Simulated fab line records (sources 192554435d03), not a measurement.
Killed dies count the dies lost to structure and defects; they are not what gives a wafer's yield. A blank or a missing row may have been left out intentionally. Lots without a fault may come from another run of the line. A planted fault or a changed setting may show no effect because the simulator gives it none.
fab line records	flow n5_finfet
record: lots: 24	wafers: 72	last_day: 18
route steps=1938 shown BEOL_M1@820 BEOL_M2@841
lots that met no fault: from a run of the same line without faults
start_h: hours from the record's opening day to when the first of the lot's shown wafers began	wait_h: hours elapsed since this lot's preceding step	" the same as in the row above	L1.1+2: a row that stands for several wafers	- no value, or no start given	* or withheld: withheld	< > ~ a bound
route shown NAME@n: NAME is a module with steps in the file, n the number in the route of the first one	usual: average and standard deviation across the fault-free wafers	same: alike in all rows	chamber/n: place in a boat	sites: per-site readings	_std_site: the values' standard deviation	_edge_site: the outer-site mean with the inner-site mean subtracted	radius_mm: how far each site lies from the wafer's centre	mask NAME#n: copy n	behind: the most recent tool/chamber to have shaped the wafer	hold: cause of the lot's hold/its duration in hours/its outcome	device: whichever transistor did not switch (one of n, p or np)	end of line: the tests these same wafers got at the end of their route	a step with no rows: only its recipe	killed: not the wafer's yield, but the dies lost to structure and defects at the first sort	map: a wafer's dies, x killed, . not, _ none there
set.NAME: the setting that was run; set.NAME@STEP: the one run at that earlier step	model.NAME: the simulator's own value behind a step, which no gauge read
one table for each step of the route and one row for each wafer, over a sample of lots
services: the hour from which a tool's chamber was out of use, counted from the record's first day as start_h (under 0 if before that day), plus the number of hours and why
== steps ==
step: N5_BEOL_M1_SPUTTER_86
recipe: material: Cu	target_thk_a: 45	temp_c: -20	chamber_pressure_pa: 0.07	power_w: withheld	time_s: 8.29
usual: substrate_temp_c: -20.01/0.095	throttle_valve_pct: 30.3/0.65
lot.wafer	tool	chamber	start_h	wait_h	substrate_temp_c	throttle_valve_pct
L074.2	pvd_sputter-01	-	132.19	0.1	-20.08	30.3
L074.3	"	-	"	"	-19.98	30.2
L074.4	"	-	"	"	-20.16	30.0
L075.1	pvd_sputter-03	-	136.35	0.1	-19.79	31.8
L075.3	"	-	"	"	-20.02	29.7
L075.5	"	-	"	"	-19.87	29.5
L076.1	pvd_sputter-02	-	142.45	0.1	-19.91	31.5
L076.2	"	-	"	"	-19.98	30.3
L076.5	"	-	"	"	-19.95	30.2
L077.1	pvd_sputter-02	-	150.55	0.1	-19.91	29.7
L077.2	"	-	"	"	-20.01	30.3
L077.3	"	-	"	"	-20.13	30.2
L078.3	pvd_sputter-02	-	155.72	0.1	-19.88	30.4
L078.5	"	-	"	"	-20.04	31.7
L078.6	"	-	"	"	-20.01	30.5
L080.2	pvd_sputter-01	-	167.24	0.1	-20.06	29.8
L080.4	"	-	"	"	-20.01	29.6
L080.5	"	-	"	"	-19.87	29.7
L079.1	pvd_sputter-02	-	167.78	0.1	-19.97	30.3
L079.4	"	-	"	"	-20.00	29.8
L079.6	"	-	"	"	-20.12	30.2
L081.1	pvd_sputter-02	-	173.09	0.1	-20.03	29.7
L081.2	"	-	"	"	-20.11	30.2
L081.3	"	-	"	"	-19.90	30.3
L083.2	pvd_sputter-03	-	180.17	0.1	-20.06	29.4
L083.5	"	-	"	"	-19.90	29.4
L083.6	"	-	"	"	-20.11	29.7
L082.1	pvd_sputter-01	-	180.22	0.1	-19.85	30.2
L082.3	"	-	"	"	-19.90	29.9
L082.6	"	-	"	"	-19.99	29.7
L084.3	pvd_sputter-01	-	192.68	0.1	-19.96	30.0
L084.5	"	-	"	"	-20.07	30.2
L084.6	"	-	"	"	-20.07	29.8
L085.1	pvd_sputter-02	-	196.57	0.1	-19.95	30.5
L085.2	"	-	"	"	-20.14	30.1
L085.5	"	-	"	"	-19.99	31.3
L086.1	pvd_sputter-01	-	201.69	0.1	-19.99	30.3
L086.3	"	-	"	"	-20.02	29.5
L086.4	"	-	"	"	-20.00	29.7
L087.2	pvd_sputter-03	-	205.03	0.1	-19.97	31.5
L087.3	"	-	"	"	-20.04	29.7
L087.4	"	-	"	"	-19.98	30.2
L088.2	pvd_sputter-01	-	215.21	0.1	-19.93	29.7
L088.5	"	-	"	"	-19.95	29.7
L088.6	"	-	"	"	-19.98	30.3
L089.2	pvd_sputter-02	-	220.21	0.1	-19.92	30.2
L089.3	"	-	"	"	-20.02	30.1
L089.6	"	-	"	"	-20.07	30.3
L090.1	pvd_sputter-03	-	223.75	0.1	-19.99	30.2
L090.2	"	-	"	"	-20.12	31.6
L090.3	"	-	"	"	-20.06	29.8
L091.2	pvd_sputter-01	-	231.08	0.1	-19.87	30.3
L091.4	"	-	"	"	-20.06	29.7
L091.5	"	-	"	"	-20.22	29.8
L092.1	pvd_sputter-02	-	239.51	0.1	-20.15	30.1
L092.4	"	-	"	"	-20.01	30.3
L092.6	"	-	"	"	-19.95	31.4
L093.1	pvd_sputter-01	-	257.89	0.1	-19.88	30.3
L093.3	"	-	"	"	-19.86	29.6
L093.5	"	-	"	"	-19.89	30.1
L094.1	pvd_sputter-02	-	258.94	0.1	-20.01	30.3
L094.2	"	-	"	"	-20.00	30.0
L094.5	"	-	"	"	-20.01	29.9
L095.2	pvd_sputter-03	-	260.79	0.1	-19.85	29.6
L095.3	"	-	"	"	-20.00	29.3
L095.5	"	-	"	"	-20.00	29.5
L096.2	pvd_sputter-01	-	262.29	0.1	-19.94	30.3
L096.4	"	-	"	"	-19.87	29.9
L096.6	"	-	"	"	-20.12	30.3
L097.2	pvd_sputter-02	-	270.52	0.1	-20.05	30.5
L097.3	"	-	"	"	-19.86	31.4
L097.6	"	-	"	"	-20.02	29.8
step: N5_BEOL_M1_SPUTTER_94
recipe: material: Cu	target_thk_a: 45	temp_c: -20	chamber_pressure_pa: 0.07	power_w: withheld	time_s: 8.29
usual: substrate_temp_c: -20.02/0.1	throttle_valve_pct: 30.2/0.64
lot.wafer	tool	chamber	start_h	wait_h	substrate_temp_c	throttle_valve_pct
L074.2	pvd_sputter-01	-	133.07	0.1	-19.96	30.3
L074.3	"	-	"	"	-19.78	30.2
L074.4	"	-	"	"	-20.02	29.9
L075.1	pvd_sputter-03	-	137.23	0.1	-19.89	31.3
L075.3	"	-	"	"	-19.98	29.6
L075.5	"	-	"	"	-20.00	29.8
L076.1	pvd_sputter-02	-	143.33	0.1	-20.19	31.4
L076.2	"	-	"	"	-20.04	30.2
L076.5	"	-	"	"	-19.90	30.0
L077.1	pvd_sputter-02	-	151.43	0.1	-20.15	29.8
L077.2	"	-	"	"	-19.90	30.2
L077.3	"	-	"	"	-20.04	30.2
L078.3	pvd_sputter-02	-	156.60	0.1	-20.13	30.2
L078.5	"	-	"	"	-20.00	31.3
L078.6	"	-	"	"	-20.05	30.2
L080.2	pvd_sputter-01	-	168.12	0.1	-20.07	30.0
L080.4	"	-	"	"	-19.99	29.5
L080.5	"	-	"	"	-19.97	29.8
L079.1	pvd_sputter-02	-	168.66	0.1	-19.99	30.1
L079.4	"	-	"	"	-20.03	29.8
L079.6	"	-	"	"	-19.96	30.4
L081.1	pvd_sputter-02	-	174.85	0.1	-20.12	29.9
L081.2	"	-	"	"	-20.09	30.3
L081.3	"	-	"	"	-20.10	30.3
L083.2	pvd_sputter-03	-	181.05	0.1	-19.95	29.0
L083.5	"	-	"	"	-20.17	29.2
L083.6	"	-	"	"	-19.95	29.6
L082.1	pvd_sputter-01	-	181.10	0.1	-19.97	30.4
L082.3	"	-	"	"	-19.94	29.6
L082.6	"	-	"	"	-20.10	29.9
L084.3	pvd_sputter-01	-	193.56	0.1	-20.02	29.7
L084.5	"	-	"	"	-20.15	30.2
L084.6	"	-	"	"	-19.98	29.5
L085.1	pvd_sputter-02	-	197.45	0.1	-20.00	30.4
L085.2	"	-	"	"	-20.04	30.2
L085.5	"	-	"	"	-19.90	31.1
L086.1	pvd_sputter-01	-	202.57	0.1	-19.94	30.3
L086.3	"	-	"	"	-19.99	29.7
L086.4	"	-	"	"	-20.08	29.6
L087.2	pvd_sputter-03	-	205.91	0.1	-20.12	31.7
L087.3	"	-	"	"	-20.09	29.7
L087.4	"	-	"	"	-19.90	30.3
L088.2	pvd_sputter-01	-	216.09	0.1	-19.85	29.7
L088.5	"	-	"	"	-19.97	29.7
L088.6	"	-	"	"	-20.10	30.2
L089.2	pvd_sputter-02	-	221.09	0.1	-20.10	29.7
L089.3	"	-	"	"	-19.87	30.4
L089.6	"	-	"	"	-20.01	30.6
L090.1	pvd_sputter-03	-	224.63	0.1	-20.24	30.0
L090.2	"	-	"	"	-20.09	31.7
L090.3	"	-	"	"	-20.02	29.4
L091.2	pvd_sputter-01	-	231.96	0.1	-19.86	30.2
L091.4	"	-	"	"	-20.01	30.0
L091.5	"	-	"	"	-19.78	30.0
L092.1	pvd_sputter-02	-	240.39	0.1	-20.27	29.9
L092.4	"	-	"	"	-20.00	30.1
L092.6	"	-	"	"	-20.06	31.2
L093.1	pvd_sputter-01	-	258.77	0.1	-19.90	30.4
L093.3	"	-	"	"	-19.98	29.7
L093.5	"	-	"	"	-20.08	30.1
L094.1	pvd_sputter-02	-	259.82	0.1	-20.19	30.3
L094.2	"	-	"	"	-19.89	29.7
L094.5	"	-	"	"	-20.04	29.6
L095.2	pvd_sputter-03	-	261.67	0.1	-20.02	29.7
L095.3	"	-	"	"	-20.09	29.4
L095.5	"	-	"	"	-20.04	29.5
L096.2	pvd_sputter-01	-	263.17	0.1	-19.82	30.1
L096.4	"	-	"	"	-19.91	29.5
L096.6	"	-	"	"	-19.96	30.2
L097.2	pvd_sputter-02	-	271.40	0.1	-20.03	30.4
L097.3	"	-	"	"	-19.97	31.5
L097.6	"	-	"	"	-20.05	30.3
step: N5_BEOL_M1_CO_CAP_55
recipe: material: Co	target_thk_a: 20	temp_c: 200	precursor: CCTBA/H2	pressure_torr: 30	time_s: 102.1
usual: heater_power_w: 231/23
lot.wafer	tool	chamber	start_h	wait_h	heater_power_w	since_wet_clean_h
L074.2	cvd_co-02	0	134.69	0.0	242	895
L074.3	"	0	"	"	244	-
L074.4	"	2	"	"	258	-
L075.1	cvd_co-01	0	138.63	0.0	202	680
L075.3	"	2	"	"	234	221
L075.5	"	1	"	"	223	-
L076.1	cvd_co-02	2	144.41	0.0	252	445
L076.2	"	0	"	"	246	904
L076.5	"	1	"	"	203	-
L077.1	cvd_co-02	0	152.52	0.0	249	913
L077.2	"	1	"	"	205	16
L077.3	"	2	"	"	260	453
L078.3	cvd_co-02	0	157.68	0.0	250	918
L078.5	"	2	"	"	261	-
L078.6	"	0	"	"	246	-
L080.2	cvd_co-02	0	169.35	0.0	247	929
L080.4	"	1	"	"	203	-
L080.5	"	0	"	"	255	-
L079.1	cvd_co-02	2	169.75	0.0	256	470
L079.4	"	2	"	"	266	-
L079.6	"	1	"	"	195	-
L081.1	cvd_co-01	0	176.43	0.0	194	718
L081.2	"	2	"	"	239	258
L081.3	"	1	"	"	223	1155
L083.2	cvd_co-02	2	182.28	0.0	251	483
L083.5	"	0	"	"	252	-
L083.6	"	2	"	"	260	-
L082.1	cvd_co-02	2	182.44	0.0	260	483
L082.3	"	0	"	"	249	-
L082.6	"	0	"	"	246	-
L084.3	cvd_co-02	0	194.71	0.0	246	955
L084.5	"	1	"	"	206	-
L084.6	"	0	"	"	242	-
L085.1	cvd_co-01	2	198.55	0.0	237	281
L085.2	"	1	"	"	220	1177
L085.5	"	1	"	"	223	-
L086.1	cvd_co-01	2	203.65	0.0	231	286
L086.3	"	1	"	"	226	1182
L086.4	"	2	"	"	231	-
L087.2	cvd_co-02	0	206.99	0.0	247	967
L087.3	"	1	"	"	202	70
L087.4	"	1	"	"	210	-
L088.2	cvd_co-01	0	217.27	0.0	192	759
L088.5	"	2	"	"	231	-
L088.6	"	0	"	"	197	-
L089.2	cvd_co-02	0	222.21	0.0	247	982
L089.3	"	2	"	"	254	523
L089.6	"	1	"	"	204	-
L090.1	cvd_co-01	2	225.72	0.0	234	308
L090.2	"	1	"	"	218	1204
L090.3	"	0	"	"	198	767
L091.2	cvd_co-02	0	233.04	0.0	248	993
L091.4	"	1	"	"	200	-
L091.5	"	2	"	"	255	-
L092.1	cvd_co-01	1	241.55	0.0	219	1220
L092.4	"	2	"	"	241	-
L092.6	"	0	"	"	195	-
L093.1	cvd_co-01	2	259.87	0.0	231	342
L093.3	"	0	"	"	200	801
L093.5	"	0	"	"	202	-
L094.1	cvd_co-01	0	260.95	0.0	199	802
L094.2	"	1	"	"	220	1240
L094.5	"	2	"	"	228	-
L095.2	cvd_co-02	1	262.82	0.0	202	126
L095.3	"	2	"	"	258	563
L095.5	"	1	"	"	201	-
L096.2	cvd_co-02	1	264.26	0.0	203	128
L096.4	"	0	"	"	250	-
L096.6	"	1	"	"	203	-
L097.2	cvd_co-01	1	272.48	0.0	215	1251
L097.3	"	0	"	"	200	814
L097.6	"	0	"	"	193	-
step: N5_BEOL_M2_ILD_DEP_00
recipe: material: SiOC	target_thk_a: 790	temp_c: 350	precursor: DEMS/O2	pressure_torr: 5	rf_w: 500	time_s: 15.3
usual: heater_power_w: 452/66	showerhead_plenum_p_Torr: 5.686/0.014	throttle_valve_pct: 12.1/0.58
lot.wafer	tool	chamber	start_h	wait_h	heater_power_w	showerhead_plenum_p_Torr	since_wet_clean_h	throttle_valve_pct
L074.2	pecvd-04	2	134.97	0.0	593	5.692	2108	11.4
L074.3	"	1	"	"	532	5.712	1383	11.7
L074.4	"	2	"	"	596	5.685	-	11.5
L075.1	pecvd-04	2	138.88	0.0	536	5.679	2112	11.2
L075.3	"	0	"	"	472	5.673	662	12.0
L075.5	"	0	"	"	478	5.678	-	11.9
L076.1	pecvd-01	1	144.66	0.0	389	5.691	1936	11.9
L076.2	"	2	"	"	455	5.682	441	11.5
L076.5	"	1	"	"	308	5.702	-	12.2
L077.1	pecvd-01	2	152.76	0.0	383	5.685	449	11.7
L077.2	"	0	"	"	451	5.685	1219	13.0
L077.3	"	1	"	"	372	5.674	1944	11.8
L078.3	pecvd-04	0	157.93	0.0	478	5.680	681	11.8
L078.5	"	1	"	"	529	5.690	-	12.2
L078.6	"	2	"	"	591	5.693	-	11.5
L080.2	pecvd-04	1	169.59	0.0	502	5.692	1417	12.1
L080.4	"	0	"	"	466	5.693	-	12.1
L080.5	"	1	"	"	500	5.690	-	11.7
L079.1	pecvd-02	0	169.99	0.0	476	5.702	1055	11.7
L079.4	"	0	"	"	480	5.697	-	11.6
L079.6	"	1	"	"	543	5.635	-	13.1
L081.1	pecvd-04	0	176.67	0.0	495	5.666	699	12.0
L081.2	"	1	"	"	490	5.706	1424	11.8
L081.3	"	2	"	"	539	5.695	2149	11.5
L083.2	pecvd-01	0	182.59	0.0	458	5.688	1249	12.7
L083.5	"	2	"	"	436	5.684	-	11.7
L083.6	"	0	"	"	466	5.691	-	12.8
L082.1	pecvd-01	0	182.76	0.0	463	5.681	1249	13.1
L082.3	"	0	"	"	473	5.686	-	13.1
L082.6	"	0	"	"	459	5.697	-	12.7
L084.3	pecvd-02	2	194.97	0.0	408	5.681	326	11.3
L084.5	"	0	"	"	455	5.715	-	11.5
L084.6	"	1	"	"	480	5.644	-	13.1
L085.1	pecvd-01	0	198.81	0.0	460	5.710	1265	12.9
L085.2	"	1	"	"	333	5.696	1990	12.2
L085.5	"	1	"	"	348	5.680	-	11.9
L086.1	pecvd-01	1	203.90	0.0	321	5.691	1995	12.1
L086.3	"	0	"	"	443	5.682	1270	12.9
L086.4	"	2	"	"	383	5.684	-	12.0
L087.2	pecvd-01	1	207.24	0.0	318	5.681	1999	12.0
L087.3	"	0	"	"	452	5.697	1274	12.8
L087.4	"	0	"	"	435	5.682	-	13.0
L088.2	pecvd-04	0	217.55	0.0	449	5.678	740	12.1
L088.5	"	1	"	"	516	5.702	-	11.9
L088.6	"	0	"	"	438	5.691	-	12.2
L089.2	pecvd-04	0	222.69	0.0	479	5.690	745	12.3
L089.3	"	1	"	"	514	5.720	-	12.0
L089.6	"	0	"	"	478	5.694	-	12.1
L090.1	pecvd-01	2	225.96	0.0	427	5.681	522	11.9
L090.2	"	0	"	"	436	5.687	1292	12.7
L090.3	"	1	"	"	391	5.674	2017	12.1
L091.2	pecvd-01	2	233.29	0.0	389	5.685	529	11.8
L091.4	"	0	"	"	456	5.693	-	13.0
L091.5	"	1	"	"	362	5.695	-	11.8
L092.1	pecvd-02	1	241.80	0.0	495	5.685	1852	13.2
L092.4	"	0	"	"	474	5.703	-	11.4
L092.6	"	2	"	"	383	5.680	-	11.6
L093.1	pecvd-01	0	260.12	0.0	453	5.685	1327	12.9
L093.3	"	2	"	"	375	5.687	556	12.2
L093.5	"	0	"	"	458	5.700	-	13.2
L094.1	pecvd-01	2	261.20	0.0	423	5.681	557	12.1
L094.2	"	1	"	"	321	5.699	2053	12.2
L094.5	"	0	"	"	460	5.692	-	13.2
L095.2	pecvd-02	0	263.06	0.0	447	5.685	1148	11.6
L095.3	"	1	"	"	582	5.659	1873	13.0
L095.5	"	2	"	"	429	5.685	-	11.6
L096.2	pecvd-04	2	264.50	0.0	559	5.679	33	10.6
L096.4	"	0	"	"	410	5.672	-	12.0
L096.6	"	0	"	"	416	5.688	-	12.0
L097.2	pecvd-01	0	272.73	0.0	411	5.698	1339	12.9
L097.3	"	2	"	"	411	5.677	569	12.0
L097.6	"	0	"	"	402	5.683	-	13.3
step: N5_BEOL_M2_OVL_MEAS_12
recipe: points_per_wafer: 522
usual: M2_OVL: 0.2/0.62
lot.wafer	tool	chamber	start_h	wait_h	M2_OVL[nm]
L074.2	overlay-02	0	136.02	0.0	0.1
L074.3	"	0	"	"	0.5
L074.4	"	0	"	"	-0.3
L075.1	overlay-02	0	140.85	0.0	0.5
L075.3	"	0	"	"	-0.2
L075.5	"	0	"	"	-0.2
L076.1	overlay-01	0	148.20	0.0	1.3
L076.2	"	0	"	"	0.1
L076.5	"	0	"	"	-0.1
L077.1	overlay-01	0	154.50	0.0	0.0
L077.2	"	0	"	"	-0.2
L077.3	"	0	"	"	-0.9
L078.3	overlay-01	0	159.72	0.0	-0.3
L078.5	"	0	"	"	-0.2
L078.6	"	0	"	"	0.1
L080.2	overlay-01	0	170.39	0.0	0.4
L080.4	"	0	"	"	1.9
L080.5	"	0	"	"	1.3
L079.1	overlay-02	0	171.45	0.0	0.0
L079.4	"	0	"	"	0.9
L079.6	"	0	"	"	-0.3
L081.1	overlay-01	0	179.39	0.0	0.1
L081.2	"	0	"	"	0.5
L081.3	"	0	"	"	-1.0
L083.2	overlay-01	0	183.80	0.0	0.2
L083.5	"	0	"	"	0.1
L083.6	"	0	"	"	0.7
L082.1	overlay-02	0	184.19	0.0	0.5
L082.3	"	0	"	"	0.6
L082.6	"	0	"	"	-0.1
L084.3	overlay-02	0	195.57	0.0	-0.5
L084.5	"	0	"	"	-1.1
L084.6	"	0	"	"	-1.8
L085.1	overlay-02	0	200.41	0.0	1.6
L085.2	"	0	"	"	0.8
L085.5	"	0	"	"	0.9
L086.1	overlay-01	0	204.69	0.0	-0.1
L086.3	"	0	"	"	0.0
L086.4	"	0	"	"	0.0
L087.2	overlay-02	0	208.31	0.0	0.0
L087.3	"	0	"	"	0.2
L087.4	"	0	"	"	-0.3
L088.2	overlay-01	0	219.46	0.0	0.0
L088.5	"	0	"	"	0.5
L088.6	"	0	"	"	0.3
L089.2	overlay-01	0	224.81	0.0	1.2
L089.3	"	0	"	"	0.4
L089.6	"	0	"	"	0.4
L090.1	overlay-02	0	228.71	0.0	0.7
L090.2	"	0	"	"	0.5
L090.3	"	0	"	"	-0.1
L091.2	overlay-02	0	235.88	0.0	0.8
L091.4	"	0	"	"	0.7
L091.5	"	0	"	"	0.7
L092.1	overlay-02	0	245.99	0.0	-0.3
L092.4	"	0	"	"	-1.0
L092.6	"	0	"	"	-0.5
L093.1	overlay-02	0	261.23	0.0	0.4
L093.3	"	0	"	"	0.8
L093.5	"	0	"	"	0.9
L094.1	overlay-01	0	264.23	0.0	-0.6
L094.2	"	0	"	"	0.4
L094.5	"	0	"	"	0.8
L095.2	overlay-02	0	264.54	0.0	-0.1
L095.3	"	0	"	"	0.0
L095.5	"	0	"	"	-0.1
L096.2	overlay-01	0	265.15	0.0	1.7
L096.4	"	0	"	"	-0.4
L096.6	"	0	"	"	1.2
L097.2	overlay-02	0	273.32	0.0	0.1
L097.3	"	0	"	"	0.4
L097.6	"	0	"	"	0.8
step: N5_BEOL_M2_DESCUM_33
recipe: chemistry: O2	time_s: 7	source_power_w: 50	bias_power_w: 20	pressure_mtorr: 20	rf_frequency_hz: 2.712e+07	temp_c: 40	resist: CAR-EUV	o2_flow_sccm: 225
usual: chamber_pressure_mTorr: 19.999/0.021	drypump_motor_current_A: 5.7/0.65	oes_product_au: 0.83/0.087	rf_vpp_V: 242.6/1.3	showerhead_plenum_p_Torr: 2.06/0.075	throttle_valve_pct: 20.43/0.22
lot.wafer	tool	chamber	start_h	wait_h	chamber_pressure_mTorr	drypump_motor_current_A	oes_product_au	rf_hours_counter_h	rf_vpp_V	showerhead_plenum_p_Torr	throttle_valve_pct
L074.2	rie_diel-03	2	137.31	0.2	20.010	4.8	0.94	16	243.6	2.07	20.07
L074.3	"	0	"	"	19.981	5.0	0.91	24	243.3	2.15	20.63
L074.4	"	1	"	"	19.988	6.6	0.69	213	240.0	1.97	20.59
L075.1	rie_diel-04	0	142.15	0.1	19.962	5.5	0.76	131	243.5	2.00	20.35
L075.3	"	3	"	"	19.984	5.7	0.88	51	243.3	2.07	20.73
L075.5	"	1	"	"	19.984	6.1	0.89	-	242.7	2.06	20.33
L076.1	rie_diel-03	2	149.17	0.0	19.979	4.8	0.94	19	242.5	2.07	20.09
L076.2	"	3	"	"	20.024	6.5	0.96	9	244.8	2.23	20.07
L076.5	"	0	"	"	20.021	5.0	0.91	-	243.1	2.15	20.64
L077.1	rie_diel-03	1	155.66	0.0	20.015	6.6	0.69	220	242.7	1.97	20.62
L077.2	"	2	"	"	19.999	4.8	0.92	22	242.4	2.07	20.09
L077.3	"	3	"	"	19.988	6.5	0.95	12	246.7	2.22	20.06
L078.3	rie_diel-03	0	160.98	0.1	20.015	5.0	0.90	32	243.6	2.15	20.66
L078.5	"	0	"	"	20.022	5.0	0.90	-	243.8	2.15	20.66
L078.6	"	3	"	"	20.016	6.5	0.95	-	245.5	2.22	20.06
L080.2	rie_diel-03	2	171.60	0.0	19.984	4.8	0.91	28	242.4	2.06	20.10
L080.4	"	1	"	"	20.002	6.6	0.69	226	240.6	1.97	20.61
L080.5	"	2	"	"	19.997	4.8	0.91	-	241.4	2.06	20.11
L079.1	rie_diel-03	0	172.47	0.1	20.027	5.0	0.89	36	242.5	2.15	20.66
L079.4	"	1	"	"	20.007	6.6	0.69	226	241.8	1.97	20.62
L079.6	"	1	"	"	20.006	6.6	0.69	-	240.8	1.97	20.61
L081.1	rie_diel-06	3	180.44	0.0	20.047	6.7	0.96	12	243.6	2.07	20.53
L081.2	"	2	"	"	20.041	5.4	0.70	225	241.1	1.97	20.59
L081.3	"	0	"	"	19.975	5.2	0.85	63	242.8	2.03	20.36
L083.2	rie_diel-03	1	184.87	0.1	19.993	6.6	0.69	231	240.6	1.97	20.62
L083.5	"	0	"	"	19.986	5.0	0.89	-	242.0	2.15	20.66
L083.6	"	3	"	"	19.949	6.5	0.92	-	244.3	2.22	20.09
L082.1	rie_diel-04	3	185.34	0.0	20.021	5.7	0.87	67	241.7	2.06	20.74
L082.3	"	2	"	"	19.993	5.9	0.68	230	243.8	2.05	20.54
L082.6	"	0	"	"	19.996	5.5	0.75	-	242.8	2.00	20.39
L084.3	rie_diel-04	0	196.75	0.0	19.983	5.5	0.74	145	241.6	2.00	20.39
L084.5	"	3	"	"	19.974	5.6	0.86	-	242.6	2.06	20.74
L084.6	"	2	"	"	20.035	5.9	0.68	-	243.4	2.05	20.56
L085.1	rie_diel-06	2	201.39	0.0	19.964	5.4	0.69	231	242.5	1.97	20.60
L085.2	"	1	"	"	19.974	4.8	0.82	102	242.2	2.00	20.35
L085.5	"	0	"	"	19.994	5.2	0.84	-	241.0	2.02	20.38
L086.1	rie_diel-04	0	206.04	0.1	20.012	5.5	0.74	147	242.9	2.00	20.40
L086.3	"	2	"	"	19.977	5.8	0.68	237	243.0	2.04	20.55
L086.4	"	3	"	"	20.011	5.7	0.84	74	242.4	2.06	20.76
L087.2	rie_diel-06	2	209.57	0.3	20.004	5.4	0.70	235	239.4	1.97	20.58
L087.3	"	0	"	"	20.015	5.2	0.83	73	241.4	2.02	20.39
L087.4	"	1	"	"	20.022	4.9	0.81	105	242.4	2.00	20.36
L088.2	rie_diel-03	0	220.87	0.0	20.003	5.0	0.86	54	243.6	2.14	20.68
L088.5	"	3	"	"	19.983	6.5	0.89	-	245.6	2.22	20.12
L088.6	"	0	"	"	20.002	5.0	0.87	-	244.0	2.14	20.69
L089.2	rie_diel-03	3	225.83	0.1	19.998	6.5	0.89	38	245.7	2.21	20.10
L089.3	"	2	"	"	19.980	4.8	0.88	48	241.5	2.06	20.15
L089.6	"	1	"	"	19.983	6.5	0.67	-	240.8	1.96	20.66
L090.1	rie_diel-04	2	229.90	0.1	19.956	5.9	0.68	247	242.8	2.04	20.56
L090.2	"	1	"	"	20.001	6.1	0.84	69	241.4	2.05	20.37
L090.3	"	3	"	"	19.982	5.6	0.84	83	242.4	2.05	20.77
L091.2	rie_diel-06	0	236.97	0.0	20.002	5.2	0.82	82	241.2	2.02	20.39
L091.4	"	1	"	"	19.966	4.9	0.80	113	242.9	2.00	20.37
L091.5	"	3	"	"	20.029	6.7	0.91	-	242.6	2.06	20.57
L092.1	rie_diel-04	1	247.08	0.0	19.971	6.1	0.83	75	242.3	2.05	20.39
L092.4	"	3	"	"	20.005	5.7	0.83	-	242.8	2.05	20.77
L092.6	"	0	"	"	20.020	5.5	0.73	-	241.7	1.99	20.41
L093.1	rie_diel-03	2	262.39	0.2	19.988	4.8	0.85	63	242.3	2.05	20.15
L093.3	"	0	"	"	20.030	5.0	0.84	71	242.7	2.14	20.71
L093.5	"	0	"	"	20.010	5.0	0.84	-	243.6	2.14	20.70
L094.1	rie_diel-04	2	265.26	0.0	20.003	5.8	0.99	0	242.8	2.04	20.14
L094.2	"	3	"	"	20.017	5.6	0.82	98	242.1	2.05	20.78
L094.5	"	1	"	"	19.966	6.1	0.82	-	243.7	2.05	20.39
L095.2	rie_diel-06	0	265.56	0.0	20.026	5.2	0.81	90	243.1	2.02	20.40
L095.3	"	3	"	"	20.038	6.7	0.90	38	243.2	2.06	20.57
L095.5	"	0	"	"	20.006	5.2	0.81	-	242.6	2.02	20.41
L096.2	rie_diel-04	0	266.24	0.0	19.958	5.5	0.73	167	242.1	1.99	20.44
L096.4	"	2	"	"	19.984	5.9	0.98	0	243.3	2.04	20.15
L096.6	"	2	"	"	20.015	5.9	0.98	-	243.4	2.04	20.14
L097.2	rie_diel-06	0	274.56	0.0	19.999	5.2	0.81	94	242.7	2.01	20.41
L097.3	"	1	"	"	19.992	4.8	0.79	126	241.9	2.00	20.40
L097.6	"	1	"	"	19.984	4.8	0.79	-	242.1	2.00	20.40
== services ==
tool	chamber	start_h	hours	kind
pecvd-01	-	114.27	1.3	repair
cvd_co-02	1	114.67	-	clean
cvd_co-02	1	114.67	22.0	scheduled_down
cvd_co-02	1	114.67	22.0	vent_cycle
rie_diel-04	1	120.81	9.9	repair
rie_diel-04	0	148.13	8.1	repair
pvd_sputter-03	-	149.66	0.9	repair
cvd_co-01	1	151.35	13.2	repair
pecvd-01	1	178.04	5.5	scheduled_down
cvd_co-02	1	181.35	6.2	repair
cvd_co-02	-	186.63	0.6	repair
pecvd-04	2	202.40	-	clean
pecvd-04	2	202.40	-	consumable_replace:showerhead
pecvd-04	2	202.40	29.0	scheduled_down
cvd_co-01	1	207.09	17.2	repair
pecvd-01	0	212.78	2.1	scheduled_down
pecvd-02	-	226.68	1.2	repair
pecvd-04	-	229.27	2.6	repair
rie_diel-03	1	241.09	-	clean
rie_diel-03	1	241.09	-	consumable_replace:focus_ring
rie_diel-03	1	241.09	-	consumable_replace:showerhead
rie_diel-06	2	243.08	8.3	repair
pecvd-04	1	255.80	14.1	repair
pvd_sputter-01	-	265.37	5.6	repair
== key ==
fault none
